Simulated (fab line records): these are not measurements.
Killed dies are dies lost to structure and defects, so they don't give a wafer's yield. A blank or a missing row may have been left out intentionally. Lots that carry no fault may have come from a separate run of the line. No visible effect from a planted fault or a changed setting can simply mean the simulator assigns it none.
Which tool did it? / flow nand_harc / 33 wafers from 11 lots sampled at 5 of the route's 1159 steps

## WHAT EACH GAUGE READ, for each wafer
NHARC_END_SORT_01.
lot=L270; measured=day 22 09:26; on=prober-02; killed_at_array=540 487 462
lot=L273; measured=day 23 20:14; on=prober-01; killed_at_array=456 521 520

## WHAT TOOL EACH LOT RAN ON (gives the tool, then ch and the chambers of the sampled wafers, and finally the start)
lot=L258; NHARC_A_CHANNEL_HOLE_D1_DESCUM_15=rie_diel-06 ch 0,1,3, day 8 01:37; NHARC_A_CHANNEL_HOLE_D1_ETCH_16=rie_diel-06 ch 0,1,2, day 8 02:16; NHARC_A_CHANNEL_HOLE_D1_ETCH_21=har_etch-01 ch 0,1, day 8 03:22; NHARC_A_CHANNEL_HOLE_D1_ETCH_22=har_etch-01 ch 0,1, day 8 03:52
lot=L257; NHARC_A_CHANNEL_HOLE_D1_DESCUM_15=rie_diel-07 ch 0,3, day 8 03:13; NHARC_A_CHANNEL_HOLE_D1_ETCH_16=rie_diel-07 ch 1,3, day 8 03:47; NHARC_A_CHANNEL_HOLE_D1_ETCH_21=har_etch-02 ch 0, day 8 04:52; NHARC_A_CHANNEL_HOLE_D1_ETCH_22=har_etch-02 ch 0, day 8 05:17
lot=L262; NHARC_A_CHANNEL_HOLE_D1_DESCUM_15=rie_diel-06 ch 2,3, day 9 14:33; NHARC_A_CHANNEL_HOLE_D1_ETCH_16=rie_diel-06 ch 0,1,3, day 9 15:18; NHARC_A_CHANNEL_HOLE_D1_ETCH_21=har_etch-02 ch 0,1, day 9 16:13; NHARC_A_CHANNEL_HOLE_D1_ETCH_22=har_etch-02 ch 0,1, day 9 16:39
lot=L263; NHARC_A_CHANNEL_HOLE_D1_DESCUM_15=rie_diel-05 ch 0,2,3, day 9 19:51; NHARC_A_CHANNEL_HOLE_D1_ETCH_16=rie_diel-05 ch 0,2,3, day 9 20:23; NHARC_A_CHANNEL_HOLE_D1_ETCH_21=har_etch-02 ch 0,1, day 9 21:28; NHARC_A_CHANNEL_HOLE_D1_ETCH_22=har_etch-02 ch 0,1, day 9 21:54
lot=L270; NHARC_A_CHANNEL_HOLE_D1_DESCUM_15=rie_diel-06 ch 1,2,3, day 11 14:46; NHARC_A_CHANNEL_HOLE_D1_ETCH_16=rie_diel-06 ch 0,2,3, day 11 15:17; NHARC_A_CHANNEL_HOLE_D1_ETCH_21=har_etch-02 ch 0,1, day 11 16:22; NHARC_A_CHANNEL_HOLE_D1_ETCH_22=har_etch-02 ch 0,1, day 11 16:48
lot=L274; NHARC_A_CHANNEL_HOLE_D1_DESCUM_15=rie_diel-05 ch 0,1,3, day 12 10:38; NHARC_A_CHANNEL_HOLE_D1_ETCH_16=rie_diel-05 ch 1,2, day 12 11:13; NHARC_A_CHANNEL_HOLE_D1_ETCH_21=har_etch-02 ch 0,1, day 12 12:26; NHARC_A_CHANNEL_HOLE_D1_ETCH_22=har_etch-02 ch 0,1, day 12 12:56
lot=L273; NHARC_A_CHANNEL_HOLE_D1_DESCUM_15=rie_diel-06 ch 0,1, day 12 10:55; NHARC_A_CHANNEL_HOLE_D1_ETCH_16=rie_diel-06 ch 0,2,3, day 12 11:30; NHARC_A_CHANNEL_HOLE_D1_ETCH_21=har_etch-01 ch 1, day 12 12:32; NHARC_A_CHANNEL_HOLE_D1_ETCH_22=har_etch-01 ch 1, day 12 12:58
lot=L276; NHARC_A_CHANNEL_HOLE_D1_DESCUM_15=rie_diel-07 ch 0,1,3, day 12 19:10; NHARC_A_CHANNEL_HOLE_D1_ETCH_16=rie_diel-07 ch 0,1,2, day 12 19:40; NHARC_A_CHANNEL_HOLE_D1_ETCH_21=har_etch-01 ch 0,1, day 12 20:49; NHARC_A_CHANNEL_HOLE_D1_ETCH_22=har_etch-01 ch 0,1, day 12 21:17
lot=L278; NHARC_A_CHANNEL_HOLE_D1_DESCUM_15=rie_diel-05 ch 0,1, day 13 08:55; NHARC_A_CHANNEL_HOLE_D1_ETCH_16=rie_diel-05 ch 0,1,2, day 13 09:37; NHARC_A_CHANNEL_HOLE_D1_ETCH_21=har_etch-02 ch 0,1, day 13 10:44; NHARC_A_CHANNEL_HOLE_D1_ETCH_22=har_etch-02 ch 0,1, day 13 11:14
lot=L279; NHARC_A_CHANNEL_HOLE_D1_DESCUM_15=rie_diel-05 ch 0,1,2, day 13 12:08; NHARC_A_CHANNEL_HOLE_D1_ETCH_16=rie_diel-05 ch 1,3, day 13 12:43; NHARC_A_CHANNEL_HOLE_D1_ETCH_21=har_etch-02 ch 0,1, day 13 14:43; NHARC_A_CHANNEL_HOLE_D1_ETCH_22=har_etch-02 ch 0,1, day 13 15:11
lot=L280; NHARC_A_CHANNEL_HOLE_D1_DESCUM_15=rie_diel-07 ch 1,3, day 14 01:21; NHARC_A_CHANNEL_HOLE_D1_ETCH_16=rie_diel-07 ch 1,2, day 14 01:52; NHARC_A_CHANNEL_HOLE_D1_ETCH_21=har_etch-02 ch 0,1, day 14 06:57; NHARC_A_CHANNEL_HOLE_D1_ETCH_22=har_etch-02 ch 0,1, day 14 07:26
- NHARC_A_CHANNEL_HOLE_D1_DESCUM_15: chemistry O2, time 3 s.
- NHARC_A_CHANNEL_HOLE_D1_ETCH_16: etches the open film in O2/COS, target depth 3100 nm, time 806 s.
- NHARC_A_CHANNEL_HOLE_D1_ETCH_21: etches the open film in C4F8/O2/Ar, time 514.3 s, target depth 1600 nm.
- NHARC_A_CHANNEL_HOLE_D1_ETCH_22: etches the open film in C4F8/O2/Ar, time 666.7 s, target depth 1600 nm.

## THE ANSWER, worked out from the rows above alone
Rule: the lots themselves supply what counts as usual. Put in order of their means at a reading, lots are off if they are a third of the lots or fewer, leave a main group of 4 or more, and stand apart from it by a gap of 3 or more times the standard deviation of the main group's means; of several such gaps the widest counts. If all means in a main group match to the digits the tables above print for the reading, that group is not used. Also off: a lot with no number at a reading for which 4 or more lots have one. Any other lot the step has rows for is counted as sound.
Across all readings shown, no lot is off: no conclusion can be drawn from this.

## WHAT HAD BEEN PUT IN BY THE SIMULATOR
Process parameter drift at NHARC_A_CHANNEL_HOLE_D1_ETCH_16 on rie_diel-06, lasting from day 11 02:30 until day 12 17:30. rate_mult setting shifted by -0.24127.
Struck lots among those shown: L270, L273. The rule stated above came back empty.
